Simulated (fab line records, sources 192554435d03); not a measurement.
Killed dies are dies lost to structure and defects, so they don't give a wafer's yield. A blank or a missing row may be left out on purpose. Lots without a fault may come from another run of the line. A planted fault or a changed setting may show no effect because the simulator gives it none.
Chamber matching | flow n5_finfet | N5_MOL_CONTACT_COAG_DESCUM_13 on rie_diel-04: 4 sister chambers
The step chemistry O2, time 7 s. 4 wafers are shown with their chamber, then 12 later ones without.

WAFERS WITH THEIR CHAMBER
wafer  | chamber | throttle_valve_pct (%)
L088.6 | 2       | 20.51
L090.1 | 0       | 20.38
L090.2 | 3       | 20.73
L090.3 | 1       | 20.35

WAFERS WITHOUT THEIR CHAMBER
wafer  | throttle_valve_pct (%)
L091.2 | 20.73
L091.4 | 20.39
L091.5 | 20.39
L092.1 | 20.54
L092.4 | 20.39
L092.6 | 20.40
L094.1 | 20.41
L094.2 | 20.36
L094.5 | 20.35
L095.2 | 20.75
L095.3 | 20.37
L095.5 | 20.55

WHICH CHAMBER EACH WENT THROUGH
wafer  | from the rows above     | in truth
L091.2 | 3                       | 3
L091.4 | can't be placed: 0 or 1 | 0
L091.5 | can't be placed: 0 or 1 | 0
L092.1 | 2                       | 2
L092.4 | can't be placed: 0 or 1 | 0
L092.6 | can't be placed: 0 or 1 | 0
L094.1 | can't be placed: 0 or 1 | 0
L094.2 | can't be placed: 1 or 0 | 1
L094.5 | can't be placed: 1 or 0 | 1
L095.2 | 3                       | 3
L095.3 | can't be placed: 0 or 1 | 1
L095.5 | 2                       | 2
Placed correctly: 4 of 12. Can't be placed from these rows: 8 (the true chamber is among the candidates in 8). Placed wrongly: 0.
How it was worked out, from the rows above alone: a wafer's distance from a chamber is the root of the sum, over the readings, of the square of ((its reading less the chamber's mean) divided by the reading's scatter). The wafer belongs to the nearest chamber; if the next one is less than 2 further off, it can't be placed. A chamber's mean is the mean of its shown wafers. The scatter: with one shown wafer a chamber, the root of the mean of the squares of how far each hidden wafer lies from its nearest shown one.
